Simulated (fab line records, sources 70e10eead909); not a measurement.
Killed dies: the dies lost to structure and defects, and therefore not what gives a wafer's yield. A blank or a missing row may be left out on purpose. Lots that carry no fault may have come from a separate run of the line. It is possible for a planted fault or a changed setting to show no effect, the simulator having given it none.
fab line records    flow nandHarc
record lots=5  wafers=15  lastDay=34
route steps=1302 shown P_GATE@155
lots that met no fault: taken from a fault-free run of the same line
startH: hours from the record's first day to the start of the lot's first wafer shown    waitH: hours since the lot's step before    " repeats the value in the row above    L1.1+2: one row covering several wafers at once    - no value, or no start was given    * or withheld: withheld    < > ~ a bound
route shown NAME@n: NAME is a module with steps in the file, n the number in the route of the first one    usual: mean and standard deviation over wafers with no fault    same: alike in all rows    chamber/n: place in a boat    sites: each site's reading    _std_site: standard deviation across them    _edge_site: the outer-site mean with the inner-site mean subtracted    radiusMm: for every site, how far away it sits from the centre of the wafer    mask NAME#n: copy n    behind: the last tool/chamber to shape the wafer    hold: why the lot went on hold/how many hours it stayed there/how the hold came to an end    device: whichever transistor did not switch (one of n, p or np)    end of line: tests run on the same wafers once the route is complete    a step without rows: its recipe alone    killed: not the wafer's yield, but the dies lost to structure and defects at the first sort    map: a wafer's dies, x killed, . not, _ none there
set.NAME: the setting that was run; set.NAME@STEP: the one run at that earlier step    model.NAME: the simulator's own value behind a step, which no gauge read
lots at selected steps of the route; one table per step, one row per wafer
services: a tool's chamber out of use, with start hour (startH, from the record's first day; less than 0 if before it), hours out, and reason
## steps
# step NHARC_P_GATE_ALD_36
# recipe targetThkA=200  pulseTimeS=60  aldCycles=223  tempC=400  material=SiNx
# usual heaterPowerW=826/85  precursorPulseHeightRel=0.997/0.019
# same aldCycles=223
lot.wafer  tool       chamber  startH  waitH  heaterPowerW  precursorPulseHeightRel
L160.1     aldSin-02  1        117.35  -      870           0.966
L160.2     "          0        120.55  -      686           1.008
L160.6     "          1        121.61  -      857           0.977
L167.1     aldSin-03  1        187.66  -      803           0.999
L167.2     "          2        188.72  -      906           0.974
L167.6     "          1        191.89  -      786           0.986
L170.3     aldSin-03  3        217.15  -      999           0.957
L170.4     "          0        218.21  -      785           0.998
L170.5     "          3        221.37  -      1006          0.997
L179.3     aldSin-03  0        314.03  -      778           1.018
L179.4     "          1        315.45  -      776           0.995
L179.5     "          0        318.28  -      770           1.008
L181.1     aldSin-02  1        325.28  -      864           1.020
L181.2     "          3        327.40  -      845           1.027
L181.6     "          1        329.51  -      851           1.009
# step NHARC_P_GATE_ETCHBACK_37
# recipe targetDepthA=345  timeS=17.2  chf3FlowSccm=50  o2FlowSccm=10  arFlowSccm=200  rfW=500  biasW=200  chemistry=CHF3/O2
# usual chf3FlowSccm=49.98/0.16  drypumpMotorCurrentA=5.5/0.54  oesProductAu=0.940/0.029  rfVppV=371.0/2.4  showerheadPlenumPTorr=2.42/0.1  throttleValvePct=20.574/0.0095
lot.wafer  tool        chamber  startH  waitH  chf3FlowSccm  drypumpMotorCurrentA  oesProductAu  rfHoursCounterH  rfVppV  showerheadPlenumPTorr  throttleValvePct
L160.2     rieDiel-11  3        -       -      49.91         5.7                   0.924         0.5              368.1   2.27                   20.575
L160.1     "           0        "       "      49.96         5.7                   0.928         0.6              373.8   2.55                   20.567
L160.6     "           3        "       "      49.85         5.7                   0.933         -                367.8   2.27                   20.566
L167.2     rieDiel-11  1        -       -      49.81         4.8                   0.938         4.6              373.1   2.54                   20.566
L167.1     "           2        "       "      50.09         5.5                   0.938         5.5              368.1   2.32                   20.581
L167.6     "           2        "       "      50.25         5.4                   0.939         -                369.4   2.32                   20.562
L170.4     rieDiel-04  2        -       -      50.08         5.7                   0.915         1.7              369.3   2.36                   20.580
L170.3     "           3        "       "      49.84         6.8                   0.951         1.5              371.6   2.49                   20.581
L170.5     "           1        "       "      49.71         4.9                   0.911         -                371.0   2.41                   20.570
L179.4     rieDiel-11  1        -       -      50.00         4.8                   0.939         2.9              372.5   2.54                   20.586
L179.3     "           0        "       "      50.19         5.7                   0.920         2.6              373.5   2.55                   20.575
L179.5     "           1        "       "      49.94         4.8                   0.934         -                372.5   2.54                   20.591
L181.2     rieDiel-11  3        -       -      49.85         5.7                   0.944         3.0              368.2   2.27                   20.572
L181.1     "           0        "       "      49.77         5.7                   0.923         2.8              374.0   2.55                   20.594
L181.6     "           3        "       "      49.78         5.7                   0.940         -                367.1   2.27                   20.586
# step NHARC_P_GATE_STRIP_101
# recipe timeS=20  o2FlowSccm=500  arFlowSccm=0  biasW=0  chemistry=O2
# usual drypumpMotorCurrentA=5.5/0.54  oesProductAu=0.994/0.0089  rfVppV=57.9/0.91  showerheadPlenumPTorr=3.54/0.15  throttleValvePct=17.035/0.0097
lot.wafer  tool        chamber  startH  waitH  drypumpMotorCurrentA  oesProductAu  rfHoursCounterH  rfVppV  showerheadPlenumPTorr  throttleValvePct
L160.2     rieDiel-11  2        127.04  0.1    5.4                   1.002         0.6              57.0    3.41                   17.035
L160.1     "           3        "       "      5.8                   0.993         0.5              58.3    3.35                   17.041
L160.6     "           2        "       "      5.4                   1.000         -                56.8    3.41                   17.027
L167.2     rieDiel-11  0        197.27  0.1    5.7                   0.984         5.1              58.1    3.74                   17.052
L167.1     "           2        "       "      5.4                   0.994         5.5              56.9    3.41                   17.030
L167.6     "           0        "       "      5.7                   0.996         -                58.0    3.74                   17.038
L170.4     rieDiel-04  1        226.74  0.1    4.9                   0.990         2.6              58.7    3.54                   17.025
L170.3     "           3        "       "      6.9                   1.017         1.5              58.9    3.66                   17.022
L170.5     "           0        "       "      5.8                   0.983         -                57.2    3.52                   17.035
L179.3     rieDiel-11  1        322.96  0.1    4.8                   1.003         2.9              58.1    3.73                   17.038
L179.4     "           3        "       "      5.8                   1.006         2.7              57.1    3.34                   17.022
L179.5     "           1        "       "      4.8                   1.001         -                57.7    3.73                   17.012
L181.1     rieDiel-11  2        334.91  0.1    5.4                   0.974         3.3              57.9    3.40                   17.029
L181.2     "           3        "       "      5.7                   1.008         3.0              58.0    3.34                   17.027
L181.6     "           2        "       "      5.4                   0.988         -                57.2    3.40                   17.031
# step NHARC_P_GATE_PRECLEAN_97
# recipe timeS=600  tempC=120  chemistry=SPM
# step NHARC_P_GATE_SRD_98
# step NHARC_P_GATE_PRECLEAN_99
# recipe timeS=*  tempC=50  bathAgeMin=0  chemistry=SC1
# step NHARC_P_GATE_SRD_100
# step NHARC_P_GATE_DEHYDRATE_38
# recipe tempC=150  timeS=120
# step NHARC_P_GATE_HMDS_39
# recipe timeS=30
# step NHARC_P_GATE_COAT_40
# recipe spinRpm=3000
# step NHARC_P_GATE_SOFTBAKE_41
# recipe tempC=122  timeS=95
# step NHARC_P_GATE_EBR_42
# step NHARC_P_GATE_EXPOSE_43
# recipe na=0.6  targetCdNm=720  doseMj=14.81  maskId=P_NSD
lot.wafer   tool           chamber  startH  waitH  mask
L160.1+2+6  krfScanner-02  0        127.80  -      P_NSD#0
L167.1+2+6  krfScanner-01  0        198.04  -      P_HVPW#0
L170.3+4+5  krfScanner-02  0        227.39  -      P_NSD#0
L179.3+4+5  krfScanner-01  0        323.73  -      P_NSD#0
L181.1+2+6  krfScanner-02  0        335.70  -      P_NSD#0
# step NHARC_P_GATE_PEB_44
# recipe pebTempC=118  pebTimeS=85
# step NHARC_P_GATE_DEVELOP_45
# recipe timeS=70
# step NHARC_P_GATE_CD_MEAS_46
# recipe targetCdNm=720  landingEnergyEv=500
# usual cdNm=720.5/1.8
lot.wafer  tool      chamber  startH  waitH  cdNm
L160.1     cdSem-03  0        127.96  -      723.5
L160.2     "         0        "       "      720.4
L160.6     "         0        "       "      721.5
L167.1     cdSem-02  0        198.19  -      -
L167.2     "         0        "       "      -
L167.6     "         0        "       "      -
L170.3     cdSem-02  0        227.54  -      720.9
L170.4     "         0        "       "      719.6
L170.5     "         0        "       "      720.2
L179.3     cdSem-03  0        323.88  -      720.4
L179.4     "         0        "       "      720.6
L179.5     "         0        "       "      718.6
L181.1     cdSem-02  0        335.86  -      719.1
L181.2     "         0        "       "      719.0
L181.6     "         0        "       "      718.1
# step NHARC_P_GATE_HARDBAKE_47
# recipe tempC=125  timeS=80
## services
tool           chamber  startH  hours  kind
krfScanner-02  -        94.00   4.0    pm
aldSin-02      2        108.12  3.6    repair
rieDiel-04     1        108.96  34.0   repair
rieDiel-11     3        109.68  4.7    repair
rieDiel-11     1        126.48  5.3    repair
aldSin-03      -        130.74  1.2    repair
krfScanner-01  -        140.00  4.0    pm
rieDiel-04     2        143.24  16.7   repair
aldSin-03      2        144.99  5.6    repair
krfScanner-01  -        159.92  0.6    repair
aldSin-02      0        166.29  6.0    repair
rieDiel-04     -        177.90  9.0    pm
rieDiel-11     -        198.90  0.4    repair
rieDiel-11     3        204.85  2.6    repair
krfScanner-01  -        204.99  0.1    repair
aldSin-03      3        235.34  116.7  repair
krfScanner-01  -        239.54  2.6    repair
rieDiel-11     -        255.50  9.0    pm
krfScanner-02  -        266.00  4.0    pm
aldSin-03      0        266.11  8.3    repair
aldSin-03      2        292.41  1.7    repair
krfScanner-02  -        293.27  4.0    repair
rieDiel-11     -        308.19  0.2    repair
rieDiel-11     1        327.54  19.9   repair
## key
firstSign step=NHARC_P_GATE_EXPOSE_43  reading=mask  direction=changed
effect step=NHARC_P_GATE_CD_MEAS_46  reading=cdNm  direction=missing
metAt NHARC_P_GATE_EXPOSE_43
struckWafers L167.1,L167.2,L167.6
laterRowsLeftOut L167.1,L167.2,L167.6
sortLeftOut L167.1,L167.2,L167.6
testerLeftOut L167
fault kind=wrongMask  tool=any  chamber=-  onsetH=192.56  steps=NHARC_P_GATE_EXPOSE_43  auxCopy=P_HVPW#0  scope=struckLotsOnly
# testerLeftOut: of these lots the tester's yield and bins aren't shown, on N5 and GAA mostly nor the transistor test; their killed dies are dies lost to structure and defects alone, not to doping, threshold or leakage, so they don't give the yield
# sortLeftOut: the simulated sort isn't trusted on such a fault, so these wafers' sort isn't shown, and their yield isn't known
# laterRowsLeftOut: the simulator's readings of these wafers behind a module that went badly wrong aren't trusted and aren't shown, but for the sort
